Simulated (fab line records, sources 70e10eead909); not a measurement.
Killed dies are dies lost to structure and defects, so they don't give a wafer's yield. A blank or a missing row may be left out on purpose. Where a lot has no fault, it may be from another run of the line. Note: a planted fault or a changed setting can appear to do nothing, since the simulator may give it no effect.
fab line records	flow nand_harc
[record] lots = 12	wafers = 36	last_day = 24
route steps=1159 shown P_M0@284 P_M1@310 END@1159
lots untouched by any fault: they come from a run of this same line in which no faults occurred
start_h: hours from the record's opening day to when the first of the lot's shown wafers began	wait_h: time in hours since the lot's previous step	" the same as in the row above	L1.1+2: a single row standing in for several wafers	- no value present, or no start provided	* or withheld: withheld	< > ~ a bound
route shown NAME@n: a module of which the file shows steps, and the number in the route of the first	usual: mean/standard deviation of fault-free wafers	same: alike in all rows	chamber/n: place in a boat	sites: per-site readings	_std_site: standard deviation of those values	_edge_site: inner sites' mean taken away from outer sites' mean	radius_mm: how far each site lies from the wafer's centre	mask NAME#n: copy n	behind: tool/chamber where the wafer was last shaped	hold: why the lot went on hold/how many hours it stayed there/how the hold came to an end	device: the transistor (n, p or np) that didn't switch	end of line: the same wafers' tests at the end of the route	where a step has no rows: the recipe by itself	killed: at the first sort, the dies lost to defects and structure; wafer yield is something else	map: shows each die of a wafer: x if killed, . if not, _ if none is there
set.NAME: setting as actually run; set.NAME@STEP: the setting as run at that earlier step	model.NAME: the simulator's own value behind a step, which no gauge read
a sample of lots followed through the steps of the route, with each step as a table and each wafer as a row
services: a tool's chamber out of use, with start hour (start_h, from the record's first day; less than 0 if before it), hours out, and reason
[[steps]]
[step NHARC_P_M0_DEP_32]
[recipe] target_thk_a = 300	temp_c = 370	target_thk_nm = 30	pressure_torr = 3	flow_sccm = 200	rf_w = 450	material = SiCN
[usual] heater_power_w = 606/73	rf_fwd_power_W = 449.1/1.4
lot.wafer	tool	chamber	start_h	wait_h	heater_power_w	rf_fwd_power_W
L286.1	pecvd-01	1	128.33	0.1	493	451.0
L286.4	"	0	"	"	528	447.2
L286.6	"	1	"	"	495	449.2
L287.1	pecvd-04	2	134.24	0.1	682	450.1
L287.2	"	1	"	"	604	448.0
L287.4	"	1	"	"	613	450.2
L288.3	pecvd-02	0	134.99	0.1	583	448.7
L288.1	"	1	"	"	609	448.2
L288.5	"	0	"	"	589	447.5
L290.2	pecvd-01	1	142.44	0.1	474	450.6
L290.5	"	2	"	"	638	448.8
L290.4	"	1	"	"	481	449.8
L293.3	pecvd-01	2	158.13	0.1	616	449.9
L293.2	"	0	"	"	581	449.4
L293.5	"	1	"	"	498	449.0
L295.2	pecvd-04	0	168.10	0.1	567	449.4
L295.6	"	1	"	"	548	450.4
L295.4	"	2	"	"	706	450.2
L296.2	pecvd-02	2	168.70	0.1	630	449.4
L296.4	"	1	"	"	711	447.1
L296.6	"	2	"	"	632	451.1
L294.1	pecvd-01	0	170.70	0.1	608	447.7
L294.5	"	1	"	"	496	450.7
L294.4	"	0	"	"	615	449.2
L303.2	pecvd-01	2	218.67	0.1	677	449.1
L303.3	"	0	"	"	632	447.5
L303.1	"	1	"	"	473	449.0
L302.3	pecvd-01	2	219.68	0.1	624	449.9
L302.6	"	2	"	"	624	447.9
L302.4	"	0	"	"	560	451.2
L308.3	pecvd-04	0	250.42	0.1	553	446.6
L308.5	"	0	"	"	558	448.1
L308.6	"	1	"	"	653	447.3
L309.1	pecvd-02	0	255.20	0.1	569	449.7
L309.2	"	1	"	"	660	447.8
L309.4	"	0	"	"	544	448.2
[step NHARC_P_M1_ANNEAL_31]
[recipe] temp_c = 225	time_s = 90
[usual] anneal_temp_c = 224.97/0.17	anneal_temp_c_max = 226.21/0.26	wafer_temp_C_max = 226.1/0.32
lot.wafer	tool	chamber	start_h	wait_h	anneal_temp_c	anneal_temp_c_max	wafer_temp_C_max
L286.1	rtp_anneal-02	0	131.72	-	225.01	226.50	226.5
L286.4	"	0	"	"	224.91	225.95	226.4
L286.6	"	0	"	"	224.89	226.03	225.6
L287.1	rtp_anneal-01	0	137.35	-	224.96	226.38	226.4
L287.2	"	0	"	"	224.86	226.13	225.9
L287.4	"	0	"	"	225.07	226.01	226.4
L288.1	rtp_anneal-01	0	138.30	-	224.98	226.12	226.4
L288.3	"	0	"	"	225.05	226.45	225.5
L288.5	"	0	"	"	224.81	226.13	226.2
L290.2	rtp_anneal-02	0	145.69	0.4	224.90	225.86	226.3
L290.4	"	0	"	"	225.03	226.41	225.9
L290.5	"	0	"	"	224.92	226.40	225.8
L293.2	rtp_anneal-02	0	161.34	0.3	225.06	226.14	225.8
L293.3	"	0	"	"	224.93	226.26	226.1
L293.5	"	0	"	"	224.99	226.23	225.7
L295.2	rtp_anneal-01	0	171.25	0.3	225.32	226.42	226.4
L295.4	"	0	"	"	225.16	226.36	226.3
L295.6	"	0	"	"	225.07	226.87	225.9
L296.2	rtp_anneal-02	0	172.21	-	224.51	225.72	225.7
L296.4	"	0	"	"	224.85	226.24	226.2
L296.6	"	0	"	"	224.67	225.83	226.2
L294.1	rtp_anneal-02	0	173.86	-	224.89	226.06	225.7
L294.4	"	0	"	"	224.92	226.33	226.2
L294.5	"	0	"	"	225.05	226.22	225.8
L303.1	rtp_anneal-01	-	221.76	0.3	-	-	-
L303.2	"	-	"	"	-	-	-
L303.3	"	-	"	"	-	-	-
L302.3	rtp_anneal-02	-	223.62	0.5	-	-	-
L302.4	"	-	"	"	-	-	-
L302.6	"	-	"	"	-	-	-
L308.3	rtp_anneal-01	0	253.57	0.3	224.89	226.13	226.4
L308.5	"	0	"	"	224.85	226.16	226.7
L308.6	"	0	"	"	224.86	225.98	226.0
L309.1	rtp_anneal-02	0	258.85	-	224.97	226.08	226.1
L309.2	"	0	"	"	224.81	226.08	225.9
L309.4	"	0	"	"	225.08	226.54	225.9
[step NHARC_P_M1_CMP_23]
[recipe] t_overpolish_s = 20	target_thk_nm = 157.82
[usual] edge_zone_pressure_frac = 1.000/0.0049	motor_current_A = 11.5/1.1	slurry_flow_ml_min = 150.1/0.49	time_to_endpoint_s = 27.9/2.7
lot.wafer	tool	chamber	start_h	wait_h	edge_zone_pressure_frac	motor_current_A	slurry_flow_ml_min	time_to_endpoint_s
L286.4	cmp-04	3	132.06	-	1.003	11.7	148.8	30.2
L286.1	"	0	"	"	0.995	11.3	150.3	29.5
L286.6	"	0	"	"	1.003	11.1	150.7	27.9
L287.1	cmp-01	3	137.73	-	1.011	11.3	149.9	29.8
L287.2	"	0	"	"	0.995	12.2	149.2	28.8
L287.4	"	1	"	"	0.999	11.4	150.2	31.1
L288.3	cmp-04	3	138.67	-	1.006	11.8	149.3	29.9
L288.1	"	0	"	"	0.998	11.6	149.6	28.7
L288.5	"	2	"	"	1.003	10.6	149.1	32.2
L290.4	cmp-01	2	145.98	-	1.009	12.8	150.3	29.1
L290.2	"	1	"	"	1.002	11.0	150.1	27.6
L290.5	"	2	"	"	1.005	13.5	149.1	27.6
L293.2	cmp-02	2	161.63	-	1.005	10.8	150.1	24.6
L293.3	"	3	"	"	1.001	11.0	150.1	23.2
L293.5	"	2	"	"	1.001	11.0	149.8	25.2
L295.2	cmp-04	2	171.58	-	1.000	11.2	150.8	27.8
L295.4	"	0	"	"	0.989	10.9	150.5	25.7
L295.6	"	1	"	"	1.005	11.4	149.4	25.4
L296.4	cmp-04	3	172.50	-	0.994	12.2	149.8	29.3
L296.2	"	0	"	"	1.004	11.6	149.6	27.5
L296.6	"	3	"	"	0.998	11.3	149.9	26.7
L294.1	cmp-02	2	174.20	-	1.001	10.7	150.4	24.7
L294.4	"	0	"	"	1.000	13.3	149.3	28.1
L294.5	"	3	"	"	1.000	12.4	150.0	23.1
L303.1	cmp-04	0	222.11	-	0.993	11.5	150.3	29.1
L303.2	"	2	"	"	1.000	10.3	149.6	30.5
L303.3	"	3	"	"	1.008	11.9	150.7	28.6
L302.3	cmp-01	1	223.89	-	0.995	11.5	150.4	31.4
L302.4	"	2	"	"	0.993	13.3	149.9	30.4
L302.6	"	1	"	"	0.995	11.2	150.3	28.3
L308.3	cmp-04	1	253.90	-	1.004	11.1	150.9	28.1
L308.6	"	2	"	"	1.002	10.2	149.7	27.7
L308.5	"	3	"	"	1.000	11.8	150.6	24.9
L309.4	cmp-04	0	259.19	-	1.005	11.5	149.7	26.6
L309.1	"	1	"	"	0.999	11.5	150.9	28.8
L309.2	"	3	"	"	0.999	11.6	150.9	29.5
[step NHARC_P_M1_DEP_33]
[recipe] target_thk_a = 300	temp_c = 370	target_thk_nm = 30	pressure_torr = 3	flow_sccm = 200	rf_w = 450	material = SiCN
[usual] heater_power_w = 602/76	rf_fwd_power_W = 449.1/1.4
lot.wafer	tool	chamber	start_h	wait_h	heater_power_w	rf_fwd_power_W
L286.1	pecvd-01	0	132.81	0.1	587	448.9
L286.4	"	0	"	"	571	448.4
L286.6	"	1	"	"	473	450.9
L287.2	pecvd-01	0	138.32	0.1	637	449.6
L287.1	"	2	"	"	698	450.1
L287.4	"	1	"	"	514	447.9
L288.1	pecvd-01	2	139.27	0.1	632	449.5
L288.3	"	0	"	"	576	449.9
L288.5	"	2	"	"	640	450.1
L290.2	pecvd-04	2	146.61	0.1	645	448.9
L290.5	"	0	"	"	547	451.2
L290.4	"	1	"	"	523	447.0
L293.3	pecvd-04	2	162.66	0.1	619	449.8
L293.2	"	1	"	"	613	449.0
L293.5	"	1	"	"	637	447.8
L295.2	pecvd-02	2	172.17	0.1	680	449.2
L295.4	"	2	"	"	672	452.0
L295.6	"	0	"	"	613	447.8
L296.2	pecvd-02	1	173.23	0.1	684	450.1
L296.4	"	2	"	"	578	450.1
L296.6	"	1	"	"	697	447.3
L294.1	pecvd-04	2	174.84	0.1	597	450.2
L294.4	"	0	"	"	554	448.6
L294.5	"	1	"	"	617	452.0
L303.2	pecvd-01	2	222.73	0.1	720	449.8
L303.1	"	0	"	"	538	451.4
L303.3	"	1	"	"	489	449.8
L302.3	pecvd-02	2	224.57	0.1	664	447.9
L302.4	"	0	"	"	617	448.3
L302.6	"	2	"	"	666	447.1
L308.3	pecvd-04	0	254.44	0.1	517	449.1
L308.6	"	0	"	"	526	448.6
L308.5	"	2	"	"	707	447.4
L309.2	pecvd-01	0	259.96	0.1	650	449.6
L309.1	"	1	"	"	469	450.2
L309.4	"	1	"	"	476	449.2
[step NHARC_END_SORT_01]
[recipe] temp_c = 25
[usual] defect_limited_yield = 95.1/1.6	killed_at_array = 29/11	killed_at_other = 0.7/1.1	killed_at_periphery = 2.9/2.2	killed_dies = 33/11	killed_open = 3.1/1.8	killed_short = 1.9/1.4	sort_bin_2_pct = 1.6/0.64	sort_bin_3_pct = 0.26/0.18	sort_bin_4_pct = 3.1/1.1	sort_n_pass = 644/11	sort_rim_yield_pct = 95.7/2.8	sort_yield_pct = 95.1/1.6
[same] gross_dies = 677	sort_bin_5_pct[%] = 0	sort_bin_6_pct[%] = 0	sort_bin_7_pct[%] = 0	sort_bin_8_pct[%] = 0	sort_rim_n_gross = 106.00
lot.wafer	tool	chamber	start_h	wait_h	defect_limited_yield[%]	killed_at_array	killed_at_other	killed_at_periphery	killed_dies	killed_open	killed_short	sort_bin_2_pct[%]	sort_bin_3_pct[%]	sort_bin_4_pct[%]	sort_n_pass	sort_rim_yield_pct[%]	sort_yield_pct[%]
L288.1	prober-01	0	448.51	2.5	96.2	22	0	4	26	2	1	1.3	0	2.5	651	97.2	96.2
L288.3	prober-01	0	450.10	3.1	94.2	37	0	2	39	7	2	1.9	0.44	3.4	638	98.1	94.2
L288.5	prober-01	0	451.69	3.7	95.4	28	1	2	31	4	0	1.5	0.30	2.8	646	95.3	95.4
L286.1	prober-02	0	448.54	2.5	94.8	32	2	1	35	4	3	1.0	0.59	3.5	642	99.1	94.8
L286.4	prober-02	0	450.98	3.4	94.5	35	0	2	37	2	1	1.9	0.15	3.4	640	94.3	94.5
L286.6	prober-02	0	452.61	4.1	94.8	29	1	5	35	7	2	1.5	0.30	3.4	642	94.3	94.8
L290.2	prober-01	0	457.09	2.8	98.5	8	2	0	10	2	2	0.4	0	1.0	667	98.1	98.5
L290.4	prober-01	0	458.69	3.4	98.2	10	0	2	12	2	3	0.1	0.15	1.5	665	97.2	98.2
L290.5	prober-01	0	459.48	3.7	98.4	8	1	2	11	3	1	0.6	0.30	0.7	666	99.1	98.4
L287.1	prober-02	0	461.32	7.4	95.7	18	0	11	29	3	1	1.8	0	2.5	648	99.1	95.7
L287.2	prober-02	0	462.11	7.7	96.2	19	0	7	26	0	3	0.9	0.30	2.7	651	99.1	96.2
L287.4	prober-02	0	463.69	8.2	95.9	18	1	9	28	3	1	1.5	0	2.7	649	93.4	95.9
L294.1	prober-01	0	489.16	2.5	95.4	29	1	1	31	5	2	1.3	0.44	2.8	646	94.3	95.4
L294.4	prober-01	0	491.53	3.4	95.7	25	3	1	29	1	2	1.0	0.30	3.0	648	94.3	95.7
L294.5	prober-01	0	492.32	3.7	96.6	20	1	2	23	4	4	0.7	0.30	2.4	654	98.1	96.6
L293.2	prober-02	0	489.96	2.8	97.3	15	0	3	18	2	0	0.9	0.30	1.5	659	98.1	97.3
L293.3	prober-02	0	490.75	3.1	96.2	17	0	9	26	3	2	1.6	0.30	1.9	651	95.3	96.2
L293.5	prober-02	0	492.34	3.7	96.9	14	0	7	21	3	1	0.9	0	2.2	656	96.2	96.9
L296.2	prober-01	0	497.66	2.8	94.7	34	2	0	36	3	0	1.6	0.15	3.5	641	99.1	94.7
L296.4	prober-01	0	499.26	3.4	96.0	24	1	2	27	3	4	1.5	0.59	1.9	650	95.3	96.0
L296.6	prober-01	0	500.86	4.0	95.0	29	2	3	34	5	2	2.2	0	2.8	643	98.1	95.0
L295.2	prober-02	0	497.73	2.8	96.2	25	1	0	26	2	3	1.5	0.30	2.1	651	95.3	96.2
L295.4	prober-02	0	499.32	3.4	96.2	23	0	3	26	1	0	1.2	0.15	2.5	651	97.2	96.2
L295.6	prober-02	0	500.90	4.0	95.1	29	0	4	33	3	1	1.9	0	3.0	644	92.5	95.1
L303.1	prober-02	0	534.15	2.5	92.3	20	2	30	52	1	5	5.3	0.30	2.1	625	78.3	92.3
L303.2	prober-02	0	534.96	2.8	92.9	25	1	22	48	3	1	4.4	0.15	2.5	629	88.7	92.9
L303.3	prober-02	0	535.77	3.1	93.6	15	2	26	43	2	4	5.2	0.30	0.9	634	85.8	93.6
L302.3	prober-01	0	535.74	3.1	89.2	43	1	29	73	4	0	6.2	0.15	4.4	604	94.3	89.2
L302.4	prober-01	0	536.53	3.4	88.5	46	0	32	78	1	1	6.1	0.44	5.0	599	91.5	88.5
L302.6	prober-01	0	538.12	4.0	87.7	51	0	32	83	4	2	6.1	0.59	5.6	594	99.1	87.7
L309.1	prober-02	0	569.26	2.5	94.7	34	2	0	36	3	2	1.5	0.30	3.5	641	99.1	94.7
L309.2	prober-02	0	570.07	2.8	95.1	31	2	0	33	0	3	1.8	0.15	3.0	644	93.4	95.1
L309.4	prober-02	0	571.69	3.4	95.1	26	6	1	33	2	1	2.2	0.30	2.4	644	94.3	95.1
L308.3	prober-01	0	572.43	3.1	95.0	33	1	0	34	4	0	1.2	0.30	3.5	643	90.6	95.0
L308.5	prober-01	0	574.06	3.8	95.0	33	0	1	34	2	1	1.5	0.15	3.4	643	93.4	95.0
// killed by level:class
L288.1 A_CHANNEL_HOLE_D1:chamber_film_flake=9 A_SLIT:chamber_film_flake=7 P_GATE:chamber_film_flake=2 A_CONTACT:chamber_film_flake=2 P_GATE:geometric_particle:open=1 A_SOURCE_PLATE:geometric_particle:open=1 A_M0:geometric_particle:short=1 P_STI:chamber_film_flake=1
L286.1 A_SLIT:chamber_film_flake=14 A_CHANNEL_HOLE_D1:chamber_film_flake=12 P_M0:geometric_particle:open=1 A_CHANNEL_HOLE_D1:geometric_particle:short=1 A_CHANNEL_FILL_D1:geometric_particle:short=1 A_CONTACT:geometric_particle:open=1 A_M0:geometric_particle:open=1 STARTING-WAFER:geometric_particle:open=1
L288.3 A_CHANNEL_HOLE_D1:chamber_film_flake=15 A_SLIT:chamber_film_flake=10 A_WL_FILL:geometric_particle:open=2 A_CONTACT:geometric_particle:open=2 P_CONTACT:geometric_particle:open=1 A_SOURCE_PLATE:geometric_particle:short=1 A_SOURCE_PLATE:geometric_particle:open=1 A_M0:geometric_particle:short=1
L286.4 A_SLIT:chamber_film_flake=12 A_CHANNEL_HOLE_D1:chamber_film_flake=11 A_STAIRCASE:chamber_film_flake=4 A_CONTACT:chamber_film_flake=3 A_SGD_CUT:chamber_film_flake=2 A_CHANNEL_FILL_D1:geometric_particle:short=1 A_SLIT:geometric_particle:open=1 A_CONTACT:geometric_particle:open=1
L288.5 A_SLIT:chamber_film_flake=12 A_CHANNEL_HOLE_D1:chamber_film_flake=8 P_CONTACT:chamber_film_flake=2 A_CHANNEL_FILL_D1:geometric_particle:open=1 A_WL_FILL:geometric_particle:open=1 A_CONTACT:geometric_particle:open=1 A_M0:geometric_particle:open=1 A_ZERO_WELL:chamber_film_flake=1
L286.6 A_CHANNEL_HOLE_D1:chamber_film_flake=10 A_SLIT:chamber_film_flake=9 P_M0:geometric_particle:open=3 A_STAIRCASE:chamber_film_flake=3 A_CONTACT:chamber_film_flake=2 P_GATE:geometric_particle:open=1 P_CONTACT:geometric_particle:open=1 A_CHANNEL_HOLE_D1:geometric_particle:open=1
L290.2 A_CHANNEL_HOLE_D1:chamber_film_flake=3 A_CONTACT:geometric_particle:open=2 THIN_TSV:chamber_film_flake=2 A_WL_FILL:geometric_particle:short=1 A_BLC:geometric_particle:short=1 A_STAIRCASE:chamber_film_flake=1
L290.4 A_CONTACT:geometric_particle:open=2 A_CHANNEL_HOLE_D1:chamber_film_flake=2 A_STAIRCASE:chamber_film_flake=2 P_M1:geometric_particle:short=1 P_BONDPAD:geometric_particle:short=1 A_SGD_CUT:geometric_particle:short=1 A_ZERO_WELL:chamber_film_flake=1 A_CHANNEL_FILL_D1:chamber_film_flake=1
L290.5 A_CONTACT:geometric_particle:open=2 A_CHANNEL_HOLE_D1:chamber_film_flake=2 A_SLIT:chamber_film_flake=2 A_CHANNEL_FILL_D1:geometric_particle:open=1 A_CONTACT:geometric_particle:short=1 P_STI:chamber_film_flake=1 P_GATE:chamber_film_flake=1 THIN_TSV:chamber_film_flake=1
L287.1 A_SLIT:chamber_film_flake=11 P_GATE:chamber_film_flake=5 P_ZERO_WELL:chamber_film_flake=3 A_CONTACT:geometric_particle:open=2 A_CHANNEL_HOLE_D1:chamber_film_flake=2 P_CONTACT:geometric_particle:open=1 A_WL_FILL:geometric_particle:short=1 P_CONTACT:chamber_film_flake=1
L287.2 A_SLIT:chamber_film_flake=9 P_GATE:chamber_film_flake=3 A_CONTACT:chamber_film_flake=3 A_CHANNEL_FILL_D1:geometric_particle:short=2 P_STI:chamber_film_flake=2 A_CHANNEL_HOLE_D1:chamber_film_flake=2 A_WL_FILL:chamber_film_flake=2 A_ONON_D1:geometric_particle:short=1
L287.4 A_SLIT:chamber_film_flake=13 P_CONTACT:chamber_film_flake=4 P_GATE:chamber_film_flake=2 A_CONTACT:chamber_film_flake=2 P_CONTACT:geometric_particle:open=1 A_ONON_D1:geometric_particle:short=1 A_M0:geometric_particle:open=1 P_ZERO_WELL:chamber_film_flake=1
L294.1 A_CHANNEL_HOLE_D1:chamber_film_flake=18 A_ONON_D1:geometric_particle:short=2 A_CONTACT:geometric_particle:open=2 A_CONTACT:chamber_film_flake=2 P_M0:geometric_particle:open=1 A_ONON_D1:geometric_particle:open=1 STARTING-WAFER:geometric_particle:open=1 A_CHANNEL_FILL_D1:chamber_film_flake=1
L293.2 A_ZERO_WELL:chamber_film_flake=4 A_CONTACT:chamber_film_flake=4 A_CHANNEL_FILL_D1:geometric_particle:open=2 P_GATE:chamber_film_flake=2 A_CHANNEL_HOLE_D1:chamber_film_flake=2 P_ZERO_WELL:chamber_film_flake=1 A_STAIRCASE:chamber_film_flake=1 A_SLIT:chamber_film_flake=1
L293.3 P_GATE:chamber_film_flake=4 A_CHANNEL_HOLE_D1:chamber_film_flake=4 A_CONTACT:geometric_particle:open=2 A_ZERO_WELL:chamber_film_flake=2 A_STAIRCASE:chamber_film_flake=2 A_SLIT:chamber_film_flake=2 A_CONTACT:chamber_film_flake=2 P_M0:geometric_particle:open=1
L294.4 A_CHANNEL_HOLE_D1:chamber_film_flake=16 A_STAIRCASE:chamber_film_flake=3 A_CONTACT:chamber_film_flake=3 THIN_TSV:chamber_film_flake=3 A_M1:geometric_particle:short=2 A_ONON_D1:geometric_particle:open=1 P_ZERO_WELL:chamber_film_flake=1
L294.5 A_CHANNEL_HOLE_D1:chamber_film_flake=9 A_WL_FILL:geometric_particle:short=3 A_CHANNEL_FILL_D1:geometric_particle:open=2 P_ZERO_WELL:chamber_film_flake=2 A_CONTACT:chamber_film_flake=2 A_CHANNEL_FILL_D1:geometric_particle:short=1 A_M0:geometric_particle:open=1 STARTING-WAFER:geometric_particle:open=1
L293.5 A_CONTACT:chamber_film_flake=8 P_ZERO_WELL:chamber_film_flake=2 P_M1:chamber_film_flake=2 P_M0:geometric_particle:open=1 A_CHANNEL_HOLE_D1:geometric_particle:open=1 A_CONTACT:geometric_particle:short=1 A_CONTACT:geometric_particle:open=1 P_STI:chamber_film_flake=1
L296.2 A_SLIT:chamber_film_flake=18 A_CHANNEL_HOLE_D1:chamber_film_flake=8 A_CONTACT:chamber_film_flake=4 A_STAIRCASE:chamber_film_flake=2 A_CONTACT:geometric_particle:open=1 A_M0:geometric_particle:open=1 STARTING-WAFER:geometric_particle:open=1 HYBRID_BOND:chamber_film_flake=1
L295.2 A_CHANNEL_HOLE_D1:chamber_film_flake=16 A_STAIRCASE:chamber_film_flake=3 A_CONTACT:geometric_particle:open=2 A_CONTACT:chamber_film_flake=2 A_WL_FILL:geometric_particle:short=1 A_CONTACT:geometric_particle:short=1 STARTING-WAFER:geometric_particle:short=1
L296.4 A_SLIT:chamber_film_flake=11 A_CHANNEL_HOLE_D1:chamber_film_flake=3 A_CONTACT:geometric_particle:short=2 A_CONTACT:chamber_film_flake=2 P_GATE:geometric_particle:open=1 A_ONON_D1:geometric_particle:open=1 A_CHANNEL_FILL_D1:geometric_particle:short=1 A_WL_FILL:geometric_particle:short=1
L295.4 A_CHANNEL_HOLE_D1:chamber_film_flake=13 A_CONTACT:chamber_film_flake=5 A_STAIRCASE:chamber_film_flake=2 A_CONTACT:geometric_particle:open=1 P_ZERO_WELL:chamber_film_flake=1 P_STI:chamber_film_flake=1 P_M1:chamber_film_flake=1 A_ZERO_WELL:chamber_film_flake=1
L296.6 A_SLIT:chamber_film_flake=13 A_CHANNEL_HOLE_D1:chamber_film_flake=5 A_STAIRCASE:chamber_film_flake=5 A_CONTACT:chamber_film_flake=2 P_M0:geometric_particle:open=1 P_M0:geometric_particle:short=1 A_ONON_D1:geometric_particle:open=1 A_ONON_D1:geometric_particle:short=1
L295.6 A_CHANNEL_HOLE_D1:chamber_film_flake=18 A_CONTACT:chamber_film_flake=7 A_STAIRCASE:chamber_film_flake=2 P_CONTACT:geometric_particle:open=1 P_M0:geometric_particle:open=1 P_M1:geometric_particle:short=1 A_CHANNEL_FILL_D1:geometric_particle:open=1 P_GATE:chamber_film_flake=1
L303.1 P_M1:area_anneal=27 A_STAIRCASE:chamber_film_flake=6 A_CHANNEL_HOLE_D1:chamber_film_flake=5 P_STI:chamber_film_flake=3 A_ONON_D1:geometric_particle:short=2 A_CONTACT:chamber_film_flake=2 A_SLIT:chamber_film_flake=2 A_ONON_D1:geometric_particle:open=1
L303.2 P_M1:area_anneal=20 A_CHANNEL_HOLE_D1:chamber_film_flake=9 A_STAIRCASE:chamber_film_flake=4 A_SLIT:chamber_film_flake=4 A_CONTACT:chamber_film_flake=4 P_STI:chamber_film_flake=2 A_SOURCE_PLATE:geometric_particle:open=1 A_ONON_D1:geometric_particle:open=1
L302.3 P_M1:area_anneal=27 A_CHANNEL_HOLE_D1:chamber_film_flake=18 A_SLIT:chamber_film_flake=16 A_CONTACT:chamber_film_flake=4 A_STAIRCASE:chamber_film_flake=2 P_M0:geometric_particle:open=1 A_ONON_D1:geometric_particle:open=1 A_WL_FILL:geometric_particle:open=1
L303.3 P_M1:area_anneal=26 A_CHANNEL_HOLE_D1:chamber_film_flake=8 A_ONON_D1:geometric_particle:short=2 A_ONON_D1:geometric_particle:open=1 A_CONTACT:geometric_particle:open=1 A_M0:geometric_particle:short=1 STARTING-WAFER:geometric_particle:short=1 A_STAIRCASE:chamber_film_flake=1
L302.4 P_M1:area_anneal=32 A_CHANNEL_HOLE_D1:chamber_film_flake=17 A_SLIT:chamber_film_flake=16 A_STAIRCASE:chamber_film_flake=5 A_CONTACT:chamber_film_flake=4 A_ZERO_WELL:chamber_film_flake=2 A_ONON_D1:geometric_particle:short=1 A_CONTACT:geometric_particle:open=1
L302.6 P_M1:area_anneal=29 A_SLIT:chamber_film_flake=18 A_CHANNEL_HOLE_D1:chamber_film_flake=18 A_STAIRCASE:chamber_film_flake=5 A_ZERO_WELL:chamber_film_flake=3 A_CONTACT:geometric_particle:open=2 A_CONTACT:chamber_film_flake=2 P_GATE:geometric_particle:open=1
L309.1 A_SLIT:chamber_film_flake=16 A_CHANNEL_HOLE_D1:chamber_film_flake=8 A_WL_FILL:chamber_film_flake=3 A_CONTACT:geometric_particle:short=2 A_CONTACT:chamber_film_flake=2 HYBRID_BOND:chamber_film_flake=2 A_SGD_CUT:geometric_particle:open=1 A_BLC:geometric_particle:open=1
L309.2 A_SLIT:chamber_film_flake=18 A_CHANNEL_HOLE_D1:chamber_film_flake=4 A_STAIRCASE:chamber_film_flake=2 A_CONTACT:chamber_film_flake=2 HYBRID_BOND:chamber_film_flake=2 A_ONON_D1:geometric_particle:short=1 A_WL_FILL:geometric_particle:short=1 A_M0:geometric_particle:short=1
L309.4 A_SLIT:chamber_film_flake=14 A_CHANNEL_HOLE_D1:chamber_film_flake=8 HYBRID_BOND:chamber_film_flake=4 A_WL_FILL:chamber_film_flake=2 P_CONTACT:geometric_particle:open=1 A_ONON_D1:geometric_particle:short=1 A_WL_FILL:geometric_particle:open=1 THIN_TSV:chamber_film_flake=1
L308.3 A_SLIT:chamber_film_flake=11 A_STAIRCASE:chamber_film_flake=10 A_CHANNEL_HOLE_D1:chamber_film_flake=5 A_CONTACT:chamber_film_flake=4 A_CHANNEL_HOLE_D1:geometric_particle:open=1 A_CONTACT:geometric_particle:open=1 A_BLC:geometric_particle:open=1 STARTING-WAFER:geometric_particle:open=1
L308.5 A_SLIT:chamber_film_flake=11 A_CHANNEL_HOLE_D1:chamber_film_flake=8 A_CONTACT:chamber_film_flake=6 A_STAIRCASE:chamber_film_flake=5 A_WL_FILL:geometric_particle:short=1 A_WL_FILL:geometric_particle:open=1 A_CONTACT:geometric_particle:open=1 P_GATE:chamber_film_flake=1
[[services]]
tool	chamber	start_h	hours	kind
cmp-04	-	105.00	4.0	pm
cmp-04	-	114.87	1.1	repair
pecvd-04	2	121.44	5.1	repair
pecvd-01	-	125.03	2.0	repair
pecvd-02	-	128.11	0.8	repair
cmp-02	-	128.50	4.0	pm
cmp-01	-	135.30	1.8	repair
cmp-04	-	141.22	0.3	repair
pecvd-02	-	153.09	13.0	pm
pecvd-02	-	169.58	1.4	repair
cmp-01	-	171.79	0.9	repair
cmp-01	-	180.74	4.0	pm
cmp-01	-	186.12	3.9	repair
cmp-04	-	192.83	1.1	repair
pecvd-04	-	195.13	13.0	pm
cmp-04	-	203.00	4.0	pm
cmp-02	-	226.50	4.0	pm
pecvd-01	-	237.00	13.0	pm
pecvd-01	0	237.00	13.0	vent_cycle
pecvd-01	1	237.00	13.0	vent_cycle
pecvd-01	2	237.00	13.0	vent_cycle
cmp-01	-	238.99	1.2	repair
pecvd-01	0	250.00	-	clean
pecvd-01	1	250.00	-	clean
[[key]]
[first_sign] step = NHARC_P_M1_ANNEAL_31	reading = tool_record	direction = missing
[effect] step = NHARC_END_SORT_01	reading = killed_at_periphery	direction = up	sigmas = 12	usual = 2.9	struck = 28.5
[more_kills_born_at] NHARC_P_M1_ANNEAL_31@rtp_anneal-02 = 88	NHARC_P_M1_ANNEAL_31@rtp_anneal-01 = 73
met_at NHARC_P_M1_ANNEAL_31
struck_lots L302,L303
not_acting_at NHARC_P_M0_DEP_32,NHARC_P_M1_CMP_23,NHARC_P_M1_DEP_33
onset_between 173.86 221.76
[fault] kind = skipped_step_whole	tool = rtp_anneal-01,rtp_anneal-02	chamber = -	onset_h = 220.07	steps = NHARC_P_M1_ANNEAL_31	scope = struck_lots_only
